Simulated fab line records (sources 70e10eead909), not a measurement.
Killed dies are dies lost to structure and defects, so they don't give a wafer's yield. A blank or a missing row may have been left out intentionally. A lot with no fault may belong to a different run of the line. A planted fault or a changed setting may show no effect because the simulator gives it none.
Matching of chambers | flow nand harc | pecvd-02 running NHARC_A_STAIRCASE_DEP_259: 3 sister chambers
The step deposits SiON, target thk 30 nm. 3 wafers are shown with their chamber, then 8 later ones without.

EACH WAFER AND ITS CHAMBER
wafer  | chamber | showerhead vpp V (V)
L082.6 | 1       | 1173
L088.4 | 2       | 1120
L091.2 | 0       | 1203

WAFERS MISSING THEIR CHAMBER
wafer  | showerhead vpp V (V)
L091.4 | 1208
L091.5 | 1152
L094.1 | 1191
L094.2 | 1103
L094.4 | 1133
L096.2 | 1199
L096.5 | 1214
L096.6 | 1169

WHICH CHAMBER EACH ONE RAN IN
wafer  | from the rows above     | in truth
L091.4 | 0                       | 0
L091.5 | can't be placed: 1 or 2 | 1
L094.1 | can't be placed: 0 or 1 | 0
L094.2 | 2                       | 2
L094.4 | 2                       | 2
L096.2 | can't be placed: 0 or 1 | 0
L096.5 | 0                       | 0
L096.6 | 1                       | 1
Placed correctly: 5 of 8. These rows do not allow placing 3 (true chamber among the candidates in 3). 0 placed wrongly.
How it was worked out, from the rows above alone: a wafer's distance from a chamber is the root of the sum, over the readings, of the square of ((its reading less the chamber's mean) divided by the reading's scatter). If the next closest chamber is less than 2 further off than the closest, the wafer can't be placed; otherwise it belongs to the closest. A chamber's mean is the mean of its shown wafers. The scatter (one wafer shown for each chamber): square how far every hidden wafer sits from the nearest shown wafer, average those squares and take the square root.
